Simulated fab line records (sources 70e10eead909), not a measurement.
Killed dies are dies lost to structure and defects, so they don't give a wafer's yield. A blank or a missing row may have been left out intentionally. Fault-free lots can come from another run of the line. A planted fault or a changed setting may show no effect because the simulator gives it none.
What tool caused it? :: flow nand-harc :: Sampling: 24 lots, 72 wafers, 5 of 1159 route steps

WHAT THE GAUGES SHOWED, per wafer
NHARC_P_CONTACT_INSPECT_14. Usual: 3.5 for raw-defect-count, sd 2.
lot: L074
measured: day 5 05:55
on: defect-inspect-02
raw-defect-count: 1 6 2
flag: 

lot: L075
measured: day 5 21:32
on: defect-inspect-01
raw-defect-count: 1 3 4
flag: 

lot: L076
measured: day 6 00:03
on: defect-inspect-01
raw-defect-count: 0 2 2
flag: 

lot: L077
measured: day 5 23:35
on: defect-inspect-02
raw-defect-count: 3 3 4
flag: 

lot: L078
measured: day 6 13:43
on: defect-inspect-02
raw-defect-count: 2 3 1
flag: 

lot: L079
measured: day 6 12:50
on: defect-inspect-02
raw-defect-count: 3 4 4
flag: 

lot: L080
measured: day 7 05:23
on: defect-inspect-01
raw-defect-count: 3 2 8
flag: 

lot: L081
measured: day 7 07:49
on: defect-inspect-02
raw-defect-count: 4 0 5
flag: 

lot: L082
measured: day 7 15:34
on: defect-inspect-01
raw-defect-count: 1 3 2
flag: 

lot: L083
measured: day 8 02:19
on: defect-inspect-02
raw-defect-count: 0 7 4
flag: 

lot: L084
measured: day 8 01:28
on: defect-inspect-02
raw-defect-count: 2 3 1
flag: 

lot: L085
measured: day 9 00:15
on: defect-inspect-01
raw-defect-count: 2 3 3
flag: 

lot: L086
measured: day 9 02:06
on: defect-inspect-01
raw-defect-count: 1 2 7
flag: 

lot: L087
measured: day 9 01:22
on: defect-inspect-02
raw-defect-count: 4 2 3
flag: 

lot: L088
measured: day 9 09:52
on: defect-inspect-01
raw-defect-count: 1 0 3
flag: 

lot: L089
measured: day 9 17:22
on: defect-inspect-02
raw-defect-count: 5 3 3
flag: 

lot: L090
measured: day 9 18:13
on: defect-inspect-01
raw-defect-count: 3 4 4
flag: 

lot: L091
measured: day 9 21:54
on: defect-inspect-01
raw-defect-count: 5 3 2
flag: 

lot: L092
measured: day 9 23:16
on: defect-inspect-01
raw-defect-count: 10 5 8
flag: 

lot: L093
measured: day 10 13:02
on: defect-inspect-02
raw-defect-count: 3 1 4
flag: 

lot: L094
measured: day 10 14:08
on: defect-inspect-01
raw-defect-count: 4 4 1
flag: 

lot: L095
measured: day 10 13:38
on: defect-inspect-01
raw-defect-count: 4 8 3
flag: 

lot: L096
measured: day 10 23:01
on: defect-inspect-02
raw-defect-count: 2 3 4
flag: 

lot: L097
measured: day 11 04:48
on: defect-inspect-02
raw-defect-count: 4 4 5
flag: 

EACH LOT AND THE TOOL THAT RAN IT (in order: tool; ch and the chambers of the sampled wafers; start)
lot: L074
NHARC_P_ZERO_WELL_ETCH_63: rie-si-03 ch 0,1,2, day 1 13:41
NHARC_P_STI_CMP_21: cmp-01 ch 0,2,3, day 3 03:03
NHARC_P_GATE_RTA_80: rtp-anneal-01 ch 0, day 5 03:29
NHARC_P_CONTACT_DEP_30: pecvd-01 ch 0,2, day 5 04:14

lot: L075
NHARC_P_ZERO_WELL_ETCH_63: rie-si-04 ch 0,2,3, day 1 19:33
NHARC_P_STI_CMP_21: cmp-03 ch 0,1, day 3 15:34
NHARC_P_GATE_RTA_80: rtp-anneal-02 ch 0, day 5 19:13
NHARC_P_CONTACT_DEP_30: pecvd-01 ch 1,2, day 5 20:02

lot: L076
NHARC_P_ZERO_WELL_ETCH_63: rie-si-04 ch 1,2,3, day 2 01:35
NHARC_P_STI_CMP_21: cmp-01 ch 0,2,3, day 3 20:18
NHARC_P_GATE_RTA_80: rtp-anneal-02 ch 0, day 5 21:41
NHARC_P_CONTACT_DEP_30: pecvd-04 ch 1,2, day 5 22:23

lot: L077
NHARC_P_ZERO_WELL_ETCH_63: rie-si-03 ch 0,1,3, day 2 07:39
NHARC_P_STI_CMP_21: cmp-03 ch 2,3, day 3 20:16
NHARC_P_GATE_RTA_80: rtp-anneal-02 ch 0, day 5 21:17
NHARC_P_CONTACT_DEP_30: pecvd-01 ch 0,1,2, day 5 22:03

lot: L078
NHARC_P_ZERO_WELL_ETCH_63: rie-si-03 ch 0,2, day 2 13:40
NHARC_P_STI_CMP_21: cmp-03 ch 1,2,3, day 4 09:47
NHARC_P_GATE_RTA_80: rtp-anneal-02 ch 0, day 6 10:40
NHARC_P_CONTACT_DEP_30: pecvd-01 ch 0,1,2, day 6 12:07

lot: L079
NHARC_P_ZERO_WELL_ETCH_63: rie-si-06 ch 1,2,3, day 2 19:40
NHARC_P_STI_CMP_21: cmp-02 ch 0,2,3, day 4 09:48
NHARC_P_GATE_RTA_80: rtp-anneal-01 ch 0, day 6 10:28
NHARC_P_CONTACT_DEP_30: pecvd-04 ch 0,1,2, day 6 11:10

lot: L080
NHARC_P_ZERO_WELL_ETCH_63: rie-si-06 ch 0,1,3, day 3 01:34
NHARC_P_STI_CMP_21: cmp-01 ch 2,3, day 4 18:04
NHARC_P_GATE_RTA_80: rtp-anneal-01 ch 0, day 7 02:41
NHARC_P_CONTACT_DEP_30: pecvd-03 ch 1,2, day 7 03:44

lot: L081
NHARC_P_ZERO_WELL_ETCH_63: rie-si-04 ch 0,1,3, day 3 07:41
NHARC_P_STI_CMP_21: cmp-02 ch 2,3, day 5 03:02
NHARC_P_GATE_RTA_80: rtp-anneal-01 ch 0, day 7 05:33
NHARC_P_CONTACT_DEP_30: pecvd-03 ch 0,1,2, day 7 06:17

lot: L082
NHARC_P_ZERO_WELL_ETCH_63: rie-si-06 ch 1,2,3, day 3 13:33
NHARC_P_STI_CMP_21: cmp-01 ch 2,3, day 5 11:02
NHARC_P_GATE_RTA_80: rtp-anneal-01 ch 0, day 7 13:03
NHARC_P_CONTACT_DEP_30: pecvd-01 ch 0,1, day 7 13:54

lot: L083
NHARC_P_ZERO_WELL_ETCH_63: rie-si-03 ch 0,1,2, day 3 19:40
NHARC_P_STI_CMP_21: cmp-03 ch 0,1,2, day 5 19:38
NHARC_P_GATE_RTA_80: rtp-anneal-01 ch 0, day 7 23:55
NHARC_P_CONTACT_DEP_30: pecvd-04 ch 0,2, day 8 00:38

lot: L084
NHARC_P_ZERO_WELL_ETCH_63: rie-si-06 ch 0,2,3, day 4 01:41
NHARC_P_STI_CMP_21: cmp-02 ch 0,2, day 5 19:38
NHARC_P_GATE_RTA_80: rtp-anneal-02 ch 0, day 7 23:14
NHARC_P_CONTACT_DEP_30: pecvd-04 ch 1,2, day 7 23:55

lot: L085
NHARC_P_ZERO_WELL_ETCH_63: rie-si-06 ch 1,2,3, day 4 07:40
NHARC_P_STI_CMP_21: cmp-03 ch 1,2,3, day 6 15:43
NHARC_P_GATE_RTA_80: rtp-anneal-01 ch 0, day 8 21:51
NHARC_P_CONTACT_DEP_30: pecvd-04 ch 0,2, day 8 22:35

lot: L086
NHARC_P_ZERO_WELL_ETCH_63: rie-si-04 ch 1,2, day 4 13:44
NHARC_P_STI_CMP_21: cmp-02 ch 0,1, day 6 15:41
NHARC_P_GATE_RTA_80: rtp-anneal-01 ch 0, day 8 23:50
NHARC_P_CONTACT_DEP_30: pecvd-03 ch 0,1,2, day 9 00:34

lot: L087
NHARC_P_ZERO_WELL_ETCH_63: rie-si-06 ch 0,2,3, day 4 19:44
NHARC_P_STI_CMP_21: cmp-01 ch 0,1, day 6 15:43
NHARC_P_GATE_RTA_80: rtp-anneal-02 ch 0, day 8 22:58
NHARC_P_CONTACT_DEP_30: pecvd-01 ch 0,2, day 8 23:42

lot: L088
NHARC_P_ZERO_WELL_ETCH_63: rie-si-04 ch 0,1,2, day 5 01:41
NHARC_P_STI_CMP_21: cmp-02 ch 2,3, day 7 01:19
NHARC_P_GATE_RTA_80: rtp-anneal-01 ch 0, day 9 07:30
NHARC_P_CONTACT_DEP_30: pecvd-01 ch 0,1, day 9 08:11

lot: L089
NHARC_P_ZERO_WELL_ETCH_63: rie-si-03 ch 0,2,3, day 5 07:41
NHARC_P_STI_CMP_21: cmp-02 ch 0,1, day 7 09:38
NHARC_P_GATE_RTA_80: rtp-anneal-01 ch 0, day 9 14:41
NHARC_P_CONTACT_DEP_30: pecvd-01 ch 0,1, day 9 15:51

lot: L090
NHARC_P_ZERO_WELL_ETCH_63: rie-si-04 ch 0,3, day 5 13:39
NHARC_P_STI_CMP_21: cmp-01 ch 0,2,3, day 7 09:41
NHARC_P_GATE_RTA_80: rtp-anneal-01 ch 0, day 9 15:51
NHARC_P_CONTACT_DEP_30: pecvd-01 ch 0,1,2, day 9 16:32

lot: L091
NHARC_P_ZERO_WELL_ETCH_63: rie-si-04 ch 1,2, day 5 19:32
NHARC_P_STI_CMP_21: cmp-02 ch 1,2,3, day 7 15:39
NHARC_P_GATE_RTA_80: rtp-anneal-02 ch 0, day 9 19:39
NHARC_P_CONTACT_DEP_30: pecvd-03 ch 0,1,2, day 9 20:22

lot: L092
NHARC_P_ZERO_WELL_ETCH_63: rie-si-03 ch 1,2,3, day 6 01:32
NHARC_P_STI_CMP_21: cmp-01 ch 0,1,3, day 7 15:40
NHARC_P_GATE_RTA_80: rtp-anneal-02 ch 0, day 9 20:53
NHARC_P_CONTACT_DEP_30: pecvd-01 ch 0,1, day 9 21:36

lot: L093
NHARC_P_ZERO_WELL_ETCH_63: rie-si-06 ch 2,3, day 6 07:32
NHARC_P_STI_CMP_21: cmp-01 ch 2,3, day 8 05:35
NHARC_P_GATE_RTA_80: rtp-anneal-01 ch 0, day 10 10:41
NHARC_P_CONTACT_DEP_30: pecvd-03 ch 0,1,2, day 10 11:31

lot: L094
NHARC_P_ZERO_WELL_ETCH_63: rie-si-06 ch 0,1,3, day 6 13:32
NHARC_P_STI_CMP_21: cmp-02 ch 0,1,2, day 8 11:34
NHARC_P_GATE_RTA_80: rtp-anneal-01 ch 0, day 10 11:35
NHARC_P_CONTACT_DEP_30: pecvd-01 ch 1,2, day 10 12:35

lot: L095
NHARC_P_ZERO_WELL_ETCH_63: rie-si-06 ch 0,2,3, day 6 19:40
NHARC_P_STI_CMP_21: cmp-03 ch 0,2,3, day 8 11:32
NHARC_P_GATE_RTA_80: rtp-anneal-01 ch 0, day 10 11:03
NHARC_P_CONTACT_DEP_30: pecvd-03 ch 0,1,2, day 10 12:01

lot: L096
NHARC_P_ZERO_WELL_ETCH_63: rie-si-03 ch 0,1,3, day 7 01:34
NHARC_P_STI_CMP_21: cmp-01 ch 1,2, day 8 19:01
NHARC_P_GATE_RTA_80: rtp-anneal-02 ch 0, day 10 20:38
NHARC_P_CONTACT_DEP_30: pecvd-04 ch 0,1, day 10 21:32

lot: L097
NHARC_P_ZERO_WELL_ETCH_63: rie-si-04 ch 1,2, day 7 07:32
NHARC_P_STI_CMP_21: cmp-02 ch 0,3, day 8 23:25
NHARC_P_GATE_RTA_80: rtp-anneal-02 ch 0, day 11 02:26
NHARC_P_CONTACT_DEP_30: pecvd-03 ch 0,2, day 11 03:08
- NHARC_P_ZERO_WELL_ETCH_63: etches the open film in HBr/Cl2, target depth 120 nm, time 40.1 s.
- NHARC_P_STI_CMP_21: polishes, t overpolish 20 s, target thk 380.67 nm.
- NHARC_P_GATE_RTA_80: time 30 s.
- NHARC_P_CONTACT_DEP_30: deposits SiNx, target thk 30 nm.

WHAT THE TOOLS THEMSELVES READ (means of the sampled wafers that have a number; where no wafer has one, the mark that the record gives instead)
NHARC_P_ZERO_WELL_ETCH_63. Usual: chamber-pressure-mTorr 15.001 mTorr, standard deviation 0.013; drypump-motor-current-A 5.7 A, standard deviation 0.39; he-backside-leak-sccm 2.64 sccm, standard deviation 0.2; oes-product-au 0.994 a.u., standard deviation 0.011; throttle-valve-pct 26.405 %, standard deviation 0.0081.
lot: L074
tool: rie-si-03
chamber-pressure-mTorr (mTorr): 15.004
drypump-motor-current-A (A): 5.6
he-backside-leak-sccm (sccm): 2.62
oes-product-au (a.u.): 0.990
throttle-valve-pct (%): 26.414
flag: 

lot: L075
tool: rie-si-04
chamber-pressure-mTorr (mTorr): 15.000
drypump-motor-current-A (A): 5.7
he-backside-leak-sccm (sccm): 2.83
oes-product-au (a.u.): 1.001
throttle-valve-pct (%): 26.406
flag: 

lot: L076
tool: rie-si-04
chamber-pressure-mTorr (mTorr): 14.989
drypump-motor-current-A (A): 5.7
he-backside-leak-sccm (sccm): 2.59
oes-product-au (a.u.): 1.000
throttle-valve-pct (%): 26.402
flag: 

lot: L077
tool: rie-si-03
chamber-pressure-mTorr (mTorr): 14.998
drypump-motor-current-A (A): 5.5
he-backside-leak-sccm (sccm): 2.51
oes-product-au (a.u.): 0.990
throttle-valve-pct (%): 26.408
flag: 

lot: L078
tool: rie-si-03
chamber-pressure-mTorr (mTorr): 14.982
drypump-motor-current-A (A): 5.6
he-backside-leak-sccm (sccm): 2.62
oes-product-au (a.u.): 0.985
throttle-valve-pct (%): 26.405
flag: 

lot: L079
tool: rie-si-06
chamber-pressure-mTorr (mTorr): 14.996
drypump-motor-current-A (A): 5.8
he-backside-leak-sccm (sccm): 2.54
oes-product-au (a.u.): 0.994
throttle-valve-pct (%): 26.397
flag: 

lot: L080
tool: rie-si-06
chamber-pressure-mTorr (mTorr): 15.004
drypump-motor-current-A (A): 5.6
he-backside-leak-sccm (sccm): 2.53
oes-product-au (a.u.): 0.988
throttle-valve-pct (%): 26.407
flag: 

lot: L081
tool: rie-si-04
chamber-pressure-mTorr (mTorr): 15.000
drypump-motor-current-A (A): 5.9
he-backside-leak-sccm (sccm): 2.60
oes-product-au (a.u.): 0.990
throttle-valve-pct (%): 26.401
flag: 

lot: L082
tool: rie-si-06
chamber-pressure-mTorr (mTorr): 14.985
drypump-motor-current-A (A): 5.9
he-backside-leak-sccm (sccm): 2.55
oes-product-au (a.u.): 0.994
throttle-valve-pct (%): 26.396
flag: 

lot: L083
tool: rie-si-03
chamber-pressure-mTorr (mTorr): 15.001
drypump-motor-current-A (A): 5.6
he-backside-leak-sccm (sccm): 2.76
oes-product-au (a.u.): 0.995
throttle-valve-pct (%): 26.407
flag: 

lot: L084
tool: rie-si-06
chamber-pressure-mTorr (mTorr): 15.009
drypump-motor-current-A (A): 5.9
he-backside-leak-sccm (sccm): 2.65
oes-product-au (a.u.): 0.989
throttle-valve-pct (%): 26.408
flag: 

lot: L085
tool: rie-si-06
chamber-pressure-mTorr (mTorr): 14.994
drypump-motor-current-A (A): 5.9
he-backside-leak-sccm (sccm): 2.60
oes-product-au (a.u.): 0.988
throttle-valve-pct (%): 26.414
flag: 

lot: L086
tool: rie-si-04
chamber-pressure-mTorr (mTorr): 15.010
drypump-motor-current-A (A): 5.6
he-backside-leak-sccm (sccm): 3.00
oes-product-au (a.u.): 0.998
throttle-valve-pct (%): 26.405
flag: 

lot: L087
tool: rie-si-06
chamber-pressure-mTorr (mTorr): 15.003
drypump-motor-current-A (A): 5.9
he-backside-leak-sccm (sccm): 2.73
oes-product-au (a.u.): 0.990
throttle-valve-pct (%): 26.413
flag: 

lot: L088
tool: rie-si-04
chamber-pressure-mTorr (mTorr): 15.001
drypump-motor-current-A (A): 5.8
he-backside-leak-sccm (sccm): 2.62
oes-product-au (a.u.): 1.000
throttle-valve-pct (%): 26.405
flag: 

lot: L089
tool: rie-si-03
chamber-pressure-mTorr (mTorr): 14.992
drypump-motor-current-A (A): 5.8
he-backside-leak-sccm (sccm): 2.68
oes-product-au (a.u.): 0.990
throttle-valve-pct (%): 26.405
flag: 

lot: L090
tool: rie-si-04
chamber-pressure-mTorr (mTorr): 15.007
drypump-motor-current-A (A): 5.7
he-backside-leak-sccm (sccm): 2.77
oes-product-au (a.u.): 0.986
throttle-valve-pct (%): 26.406
flag: 

lot: L091
tool: rie-si-04
chamber-pressure-mTorr (mTorr): 14.996
drypump-motor-current-A (A): 5.9
he-backside-leak-sccm (sccm): 2.58
oes-product-au (a.u.): 1.008
throttle-valve-pct (%): 26.404
flag: 

lot: L092
tool: rie-si-03
chamber-pressure-mTorr (mTorr): 14.999
drypump-motor-current-A (A): 5.8
he-backside-leak-sccm (sccm): 2.62
oes-product-au (a.u.): 0.999
throttle-valve-pct (%): 26.402
flag: 

lot: L093
tool: rie-si-06
chamber-pressure-mTorr (mTorr): 15.009
drypump-motor-current-A (A): 6.1
he-backside-leak-sccm (sccm): 2.65
oes-product-au (a.u.): 0.982
throttle-valve-pct (%): 26.409
flag: 

lot: L094
tool: rie-si-06
chamber-pressure-mTorr (mTorr): 14.995
drypump-motor-current-A (A): 5.6
he-backside-leak-sccm (sccm): 2.58
oes-product-au (a.u.): 0.989
throttle-valve-pct (%): 26.406
flag: 

lot: L095
tool: rie-si-06
chamber-pressure-mTorr (mTorr): 15.006
drypump-motor-current-A (A): 5.9
he-backside-leak-sccm (sccm): 2.66
oes-product-au (a.u.): 0.993
throttle-valve-pct (%): 26.408
flag: 

lot: L096
tool: rie-si-03
chamber-pressure-mTorr (mTorr): 14.991
drypump-motor-current-A (A): 5.4
he-backside-leak-sccm (sccm): 2.53
oes-product-au (a.u.): 0.996
throttle-valve-pct (%): 26.408
flag: 

lot: L097
tool: rie-si-04
chamber-pressure-mTorr (mTorr): 14.997
drypump-motor-current-A (A): 5.6
he-backside-leak-sccm (sccm): 2.81
oes-product-au (a.u.): 1.012
throttle-valve-pct (%): 26.412
flag: 

NHARC_P_STI_CMP_21. Usual: motor-current-A 11.7 A, standard deviation 1.3; overpolish-run-s 19.999 s, standard deviation 0.0093; slurry-filter-dp-kPa 13.49 kPa, standard deviation 0.13.
lot: L074
tool: cmp-01
motor-current-A (A): 11.9
overpolish-run-s (s): 20.000
slurry-filter-dp-kPa (kPa): 13.42
flag: 

lot: L075
tool: cmp-03
motor-current-A (A): 11.3
overpolish-run-s (s): 20.007
slurry-filter-dp-kPa (kPa): 13.48
flag: 

lot: L076
tool: cmp-01
motor-current-A (A): 11.8
overpolish-run-s (s): 19.995
slurry-filter-dp-kPa (kPa): 13.49
flag: 

lot: L077
tool: cmp-03
motor-current-A (A): 11.1
overpolish-run-s (s): 19.993
slurry-filter-dp-kPa (kPa): 13.60
flag: 

lot: L078
tool: cmp-03
motor-current-A (A): 12.0
overpolish-run-s (s): 20.006
slurry-filter-dp-kPa (kPa): 13.59
flag: 

lot: L079
tool: cmp-02
motor-current-A (A): 11.6
overpolish-run-s (s): 19.988
slurry-filter-dp-kPa (kPa): 13.52
flag: 

lot: L080
tool: cmp-01
motor-current-A (A): 12.4
overpolish-run-s (s): 19.993
slurry-filter-dp-kPa (kPa): 13.42
flag: 

lot: L081
tool: cmp-02
motor-current-A (A): 10.6
overpolish-run-s (s): 20.006
slurry-filter-dp-kPa (kPa): 13.58
flag: 

lot: L082
tool: cmp-01
motor-current-A (A): 12.8
overpolish-run-s (s): 19.997
slurry-filter-dp-kPa (kPa): 13.56
flag: 

lot: L083
tool: cmp-03
motor-current-A (A): 11.5
overpolish-run-s (s): 19.994
slurry-filter-dp-kPa (kPa): 13.66
flag: 

lot: L084
tool: cmp-02
motor-current-A (A): 12.4
overpolish-run-s (s): 19.996
slurry-filter-dp-kPa (kPa): 13.45
flag: 

lot: L085
tool: cmp-03
motor-current-A (A): 11.8
overpolish-run-s (s): 20.001
slurry-filter-dp-kPa (kPa): 13.52
flag: 

lot: L086
tool: cmp-02
motor-current-A (A): 13.3
overpolish-run-s (s): 19.992
slurry-filter-dp-kPa (kPa): 13.64
flag: 

lot: L087
tool: cmp-01
motor-current-A (A): 10.9
overpolish-run-s (s): 19.995
slurry-filter-dp-kPa (kPa): 13.40
flag: 

lot: L088
tool: cmp-02
motor-current-A (A): 10.4
overpolish-run-s (s): 19.994
slurry-filter-dp-kPa (kPa): 13.45
flag: 

lot: L089
tool: cmp-02
motor-current-A (A): 13.0
overpolish-run-s (s): 20.000
slurry-filter-dp-kPa (kPa): 13.62
flag: 

lot: L090
tool: cmp-01
motor-current-A (A): 11.9
overpolish-run-s (s): 20.004
slurry-filter-dp-kPa (kPa): 13.49
flag: 

lot: L091
tool: cmp-02
motor-current-A (A): 11.8
overpolish-run-s (s): 19.998
slurry-filter-dp-kPa (kPa): 13.53
flag: 

lot: L092
tool: cmp-01
motor-current-A (A): 11.7
overpolish-run-s (s): 20.000
slurry-filter-dp-kPa (kPa): 13.48
flag: 

lot: L093
tool: cmp-01
motor-current-A (A): 11.7
overpolish-run-s (s): 19.996
slurry-filter-dp-kPa (kPa): 13.46
flag: 

lot: L094
tool: cmp-02
motor-current-A (A): 12.9
overpolish-run-s (s): 20.007
slurry-filter-dp-kPa (kPa): 13.55
flag: 

lot: L095
tool: cmp-03
motor-current-A (A): 11.2
overpolish-run-s (s): 20.002
slurry-filter-dp-kPa (kPa): 13.38
flag: 

lot: L096
tool: cmp-01
motor-current-A (A): 10.2
overpolish-run-s (s): 20.006
slurry-filter-dp-kPa (kPa): 13.42
flag: 

lot: L097
tool: cmp-02
motor-current-A (A): 12.0
overpolish-run-s (s): 20.007
slurry-filter-dp-kPa (kPa): 13.51
flag: 

NHARC_P_GATE_RTA_80. Usual: lamp-power-pct 2.04 %, standard deviation 0.16; lamp_zone_5_pct 2.04 %, standard deviation 0.17; wafer_temp_C_max 301.7, standard deviation 0.38.
lot: L074
tool: rtp-anneal-01
lamp-power-pct (%): 2.19
lamp_zone_5_pct (%): 2.19
wafer_temp_C_max: 301.9
flag: 

lot: L075
tool: rtp-anneal-02
lamp-power-pct (%): 1.84
lamp_zone_5_pct (%): 1.84
wafer_temp_C_max: 301.3
flag: 

lot: L076
tool: rtp-anneal-02
lamp-power-pct (%): 1.85
lamp_zone_5_pct (%): 1.85
wafer_temp_C_max: 301.6
flag: 

lot: L077
tool: rtp-anneal-02
lamp-power-pct (%): 1.85
lamp_zone_5_pct (%): 1.85
wafer_temp_C_max: 301.4
flag: 

lot: L078
tool: rtp-anneal-02
lamp-power-pct (%): 1.84
lamp_zone_5_pct (%): 1.85
wafer_temp_C_max: 301.6
flag: 

lot: L079
tool: rtp-anneal-01
lamp-power-pct (%): 2.18
lamp_zone_5_pct (%): 2.18
wafer_temp_C_max: 302.0
flag: 

lot: L080
tool: rtp-anneal-01
lamp-power-pct (%): 2.18
lamp_zone_5_pct (%): 2.18
wafer_temp_C_max: 301.4
flag: 

lot: L081
tool: rtp-anneal-01
lamp-power-pct (%): 2.18
lamp_zone_5_pct (%): 2.18
wafer_temp_C_max: 302.0
flag: 

lot: L082
tool: rtp-anneal-01
lamp-power-pct (%): 2.18
lamp_zone_5_pct (%): 2.18
wafer_temp_C_max: 302.1
flag: 

lot: L083
tool: rtp-anneal-01
lamp-power-pct (%): 2.18
lamp_zone_5_pct (%): 2.18
wafer_temp_C_max: 302.1
flag: 

lot: L084
tool: rtp-anneal-02
lamp-power-pct (%): 1.84
lamp_zone_5_pct (%): 1.84
wafer_temp_C_max: 301.5
flag: 

lot: L085
tool: rtp-anneal-01
lamp-power-pct (%): 2.18
lamp_zone_5_pct (%): 2.18
wafer_temp_C_max: 301.8
flag: 

lot: L086
tool: rtp-anneal-01
lamp-power-pct (%): 2.18
lamp_zone_5_pct (%): 2.18
wafer_temp_C_max: 301.7
flag: 

lot: L087
tool: rtp-anneal-02
lamp-power-pct (%): 1.85
lamp_zone_5_pct (%): 1.84
wafer_temp_C_max: 301.4
flag: 

lot: L088
tool: rtp-anneal-01
lamp-power-pct (%): 2.19
lamp_zone_5_pct (%): 2.19
wafer_temp_C_max: 301.6
flag: 

lot: L089
tool: rtp-anneal-01
lamp-power-pct (%): 2.18
lamp_zone_5_pct (%): 2.18
wafer_temp_C_max: 301.7
flag: 

lot: L090
tool: rtp-anneal-01
lamp-power-pct (%): 2.18
lamp_zone_5_pct (%): 2.18
wafer_temp_C_max: 301.7
flag: 

lot: L091
tool: rtp-anneal-02
lamp-power-pct (%): 1.85
lamp_zone_5_pct (%): 1.85
wafer_temp_C_max: 301.5
flag: 

lot: L092
tool: rtp-anneal-02
lamp-power-pct (%): 1.85
lamp_zone_5_pct (%): 1.85
wafer_temp_C_max: 301.7
flag: 

lot: L093
tool: rtp-anneal-01
lamp-power-pct (%): 2.18
lamp_zone_5_pct (%): 2.18
wafer_temp_C_max: 302.2
flag: 

lot: L094
tool: rtp-anneal-01
lamp-power-pct (%): 2.19
lamp_zone_5_pct (%): 2.19
wafer_temp_C_max: 301.9
flag: 

lot: L095
tool: rtp-anneal-01
lamp-power-pct (%): 2.18
lamp_zone_5_pct (%): 2.18
wafer_temp_C_max: 301.9
flag: 

lot: L096
tool: rtp-anneal-02
lamp-power-pct (%): 1.85
lamp_zone_5_pct (%): 1.85
wafer_temp_C_max: 301.5
flag: 

lot: L097
tool: rtp-anneal-02
lamp-power-pct (%): 1.85
lamp_zone_5_pct (%): 1.85
wafer_temp_C_max: 301.6
flag: 

NHARC_P_CONTACT_DEP_30. Usual: 772 W for heater-power-w, sd 78.
lot: L074
tool: pecvd-01
heater-power-w (W): 824
flag: 

lot: L075
tool: pecvd-01
heater-power-w (W): 766
flag: 

lot: L076
tool: pecvd-04
heater-power-w (W): 679
flag: 

lot: L077
tool: pecvd-01
heater-power-w (W): 781
flag: 

lot: L078
tool: pecvd-01
heater-power-w (W): 754
flag: 

lot: L079
tool: pecvd-04
heater-power-w (W): 773
flag: 

lot: L080
tool: pecvd-03
heater-power-w (W): 720
flag: 

lot: L081
tool: pecvd-03
heater-power-w (W): 800
flag: 

lot: L082
tool: pecvd-01
heater-power-w (W): 757
flag: 

lot: L083
tool: pecvd-04
heater-power-w (W): 718
flag: 

lot: L084
tool: pecvd-04
heater-power-w (W): 768
flag: 

lot: L085
tool: pecvd-04
heater-power-w (W): 683
flag: 

lot: L086
tool: pecvd-03
heater-power-w (W): 794
flag: 

lot: L087
tool: pecvd-01
heater-power-w (W): 789
flag: 

lot: L088
tool: pecvd-01
heater-power-w (W): 801
flag: 

lot: L089
tool: pecvd-01
heater-power-w (W): 744
flag: 

lot: L090
tool: pecvd-01
heater-power-w (W): 822
flag: 

lot: L091
tool: pecvd-03
heater-power-w (W): 724
flag: 

lot: L092
tool: pecvd-01
heater-power-w (W): 812
flag: 

lot: L093
tool: pecvd-03
heater-power-w (W): 783
flag: 

lot: L094
tool: pecvd-01
heater-power-w (W): 814
flag: 

lot: L095
tool: pecvd-03
heater-power-w (W): 746
flag: 

lot: L096
tool: pecvd-04
heater-power-w (W): 775
flag: 

lot: L097
tool: pecvd-03
heater-power-w (W): 775
flag: 

THE ANSWER, worked out from the rows above alone
Rule: take the mean of a lot's wafers that have a number; if it is more than 3 standard deviations from the usual mean, the lot is off. A lot without any number at a reading at which 4 lots or more have one is off too. All remaining lots with rows at the step are treated as sound. First the gauges in route order, then the tools' own readings, where a lot's mean is used as printed above. The first step at which some lot is off is used, and at that step the reading that is off furthest; a lot without a number counts as furthest.
Nothing can be told from this: no lot is off at any reading shown.

WHAT THE SIMULATOR PUT IN
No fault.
